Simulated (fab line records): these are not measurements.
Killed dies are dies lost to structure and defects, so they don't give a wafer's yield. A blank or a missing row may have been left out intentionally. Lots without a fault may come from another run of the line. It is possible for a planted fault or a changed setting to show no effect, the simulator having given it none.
A struck lot beside a sound one + flow nand harc + 15 steps out of a route of 1159
Sound: these wafers, L382.3, L382.5, L382.6. Wafers L388.1, L388.6 were the ones struck. The cause comes at the end.
Order at every step that has rows: each side's tool, ch and its chambers, its first start. Under that, the readings that differ: sound wafers + struck wafers + difference of the means + sigmas: that difference in standard deviations of wafers without a fault.
alike: words and numbers the same on both sides, and readings whose means are apart by under 2 such deviations; not compared: readings that were withheld, readings missing a value for some wafer, numbers with overlapping values and no deviation given by the record, and bounds like >300 which may hide the same value.
The two part at a step that has a row with sigmas, a row that says differs or no value, or rows on one side only. Numbers that don't overlap but have no deviation are shown without sigmas and don't part them. Lack of a reading on every wafer of one side parts them only where that side has two or more wafers.

first, 9 steps without rows for these wafers: NHARC_THIN_TSV_PVD_24 (deposits Al, target thk 800 nm); NHARC_THIN_TSV_DEHYDRATE_25 (time 120 s); NHARC_THIN_TSV_HMDS_26 (time 30 s); NHARC_THIN_TSV_COAT_27; NHARC_THIN_TSV_SOFTBAKE_28 (time 95 s); NHARC_THIN_TSV_EBR_29; NHARC_THIN_TSV_EXPOSE_30 (exposes mask PAD); NHARC_THIN_TSV_PEB_31 (peb time 85 s); NHARC_THIN_TSV_DEVELOP_32 (time 70 s).
NHARC_THIN_TSV_CD_MEAS_33 targets a cd of 5000 nm.
  sound on cd sem-02 ch 0, day 20 07:49; struck on cd sem-02 ch 0, day 22 08:44
  alike: cd nm
then, 1 step without rows for these wafers: NHARC_THIN_TSV_HARDBAKE_34 (time 80 s).
NHARC_THIN_TSV_DESCUM_35: chemistry O2, time 3 s.
  sound on rie diel-02 ch 1,2, day 20 07:58; struck on rie diel-13 ch 0,2, day 22 08:56
  alike: drypump motor current A, oes product au, rf vpp V, showerhead plenum p Torr, throttle valve pct
  not compared: rf hours counter h
NHARC_THIN_TSV_ETCH_59: etches the open film in Cl2/BCl3, target depth 880 nm, time 138.1 s.
  sound on rie metal-02 ch 0,1, day 20 08:10; struck on rie metal-03 ch 1, day 22 09:04
| reading                     | sound             | struck      | difference | sigmas |
|-----------------------------|-------------------|-------------|------------|--------|
| drypump motor current A (A) | 5.7 5.7 6.1       | 4.9 5.0     | -0.9       | -2     |
| oes product au (a.u.)       | 1.017 1.019 1.000 | 0.911 0.908 | -0.103     | -11    |
  alike: bcl3 flow sccm, throttle valve pct
  not compared: rf hours counter h
NHARC_THIN_TSV_ETCH_36: etches the open film in Cl2/BCl3, target depth 65 nm, time 18.571 s.
  sound on rie metal-02 ch 0,1, day 20 08:22; struck on rie metal-03 ch 0, day 22 09:17
  alike: drypump motor current A, oes product au
  not compared: rf hours counter h
NHARC_END_SORT_01:
  sound on prober-01 ch 0, day 21 07:50; struck on prober-02 ch 0, day 22 16:35
| reading                  | sound          | struck      | difference | sigmas      |
|--------------------------|----------------|-------------|------------|-------------|
| defect limited yield (%) | 96.0 95.3 95.4 | 0 0         | -96        | -53         |
| killed at other          | 0 0 0          | 634 641     | +638       | +99 or more |
| killed dies              | 27 32 31       | 677 677     | +647       | +54         |
| sort_bin_3_pct (%)       | 0.15 0.15 0.15 | 94.09 94.68 | +94.23     | +99 or more |
| sort n pass              | 650 645 646    | 0 0         | -647       | -54         |
| sort rim yield pct (%)   | 98.1 97.2 97.2 | 0 0         | -98        | -51         |
| sort yield pct (%)       | 96.0 95.3 95.4 | 0 0         | -96        | -53         |
  alike: killed at array, killed at periphery, killed open, killed short, sort_bin_2_pct, sort_bin_4_pct

== WHERE THEY PART ==
First at NHARC_THIN_TSV_ETCH_59; last, within this record, at NHARC_END_SORT_01.

WHY: what had been put in by the simulator
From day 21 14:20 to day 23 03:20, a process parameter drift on rie metal-03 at NHARC_THIN_TSV_ETCH_59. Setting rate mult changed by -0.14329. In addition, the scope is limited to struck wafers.
